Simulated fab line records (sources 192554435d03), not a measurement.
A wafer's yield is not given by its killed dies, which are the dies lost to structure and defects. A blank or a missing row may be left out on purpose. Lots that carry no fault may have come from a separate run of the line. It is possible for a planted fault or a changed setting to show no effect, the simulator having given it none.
Problem report, 8D (eight disciplines) form, completed by code | flow n5Finfet | the parts of the form that need people (team, actions taken, sign-off) are left out

1. WHAT WENT WRONG
At N5_WELL_APT_COAT_02, spinSpeedRpm averages 1114.7 rpm over 6 wafers from 2 lots, while fault-free wafers read 1357.0 rpm, standard deviation 0.99. So: -99 or more standard deviations from the usual mean.
The step: resist thk 950 nm.
First seen on wafer L834.1, day 3 07:17, on lithoTrack-02. The record has a number at this step for 32 wafers belonging to 11 lots. Rule for "out", or "out of limits": more than 4 standard deviations from the usual mean. The rest of the wafers with a number are treated as sound.

2. WHAT IT IS; WHAT IT IS NOT
question                    | is                     | is not
which readings at this step | spinSpeedRpm           | dispensePressureKPa
which lots                  | L834, L838             | L831, L832, L833, L835, L841, L844, L847, L849, L850
which wafers of those lots  | all that have a number | -
read on which tools         | lithoTrack-02          | lithoTrack-03, lithoTrack-05
when                        | from day 3 07:17       | up to then (9 sound wafers); but 17 sound wafers of L835, L841, L844, L847, L849, L850 came after

3. THE SUSPECTS, EACH WITH WHAT RULES IT OUT
Counting: a tool at a process step up to the reading stays a suspect if it ran every lot that is out and no sound lot after the first of them.
- rieDiel-06 at N5_ZERO_LAYER_DESCUM_16 (chemistry O2, time 7.9 s): ruled out as a lasting fault. The sound lots L835, L847 went through it after L834, its earliest lot that is out (day 3 06:41).
- lithoTrack-02 at N5_WELL_APT_COAT_02 (resist thk 950 nm): ruled out as a lasting fault. The sound lots L850 went through it after L834, its earliest lot that is out (day 3 07:17).
Left after counting: nothing in the record.

4. THE CAUSE (what the simulator had put in)
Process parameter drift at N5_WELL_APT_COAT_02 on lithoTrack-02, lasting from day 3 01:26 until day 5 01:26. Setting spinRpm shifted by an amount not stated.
Counting ruled it out, wrongly.

5. THE CHAIN OF EFFECTS, in route order
Rows list readings where the struck wafers' mean (over those with a number) sits beyond 3 standard deviations from the usual. Readings are gone through only where the record gives a usual standard deviation; hours: the median, over the lots, of the time from a lot's start at the first step in this table giving one to that lot's start at this step; sigmas: the change measured in usual standard deviations.
hours | step                | reading      | usual      | on struck wafers | change | sigmas
0     | N5_WELL_APT_COAT_02 | spinSpeedRpm | 1357.0 rpm | 1114.7           | -242.3 | -99 or more
Here are the process steps it includes:
- N5_WELL_APT_COAT_02: resist thk 950 nm.
Later measuring or inspecting steps at which every struck wafer that the step has a row for has a number for every such reading, and none has moved that far: N5_WELL_APT_INSPECT_10.

6. HOW IT WOULD HAVE BEEN CAUGHT EARLIER
6 hours passed between the start of the fault at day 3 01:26 and the first reading out of limits in this record, taken at day 3 07:17.
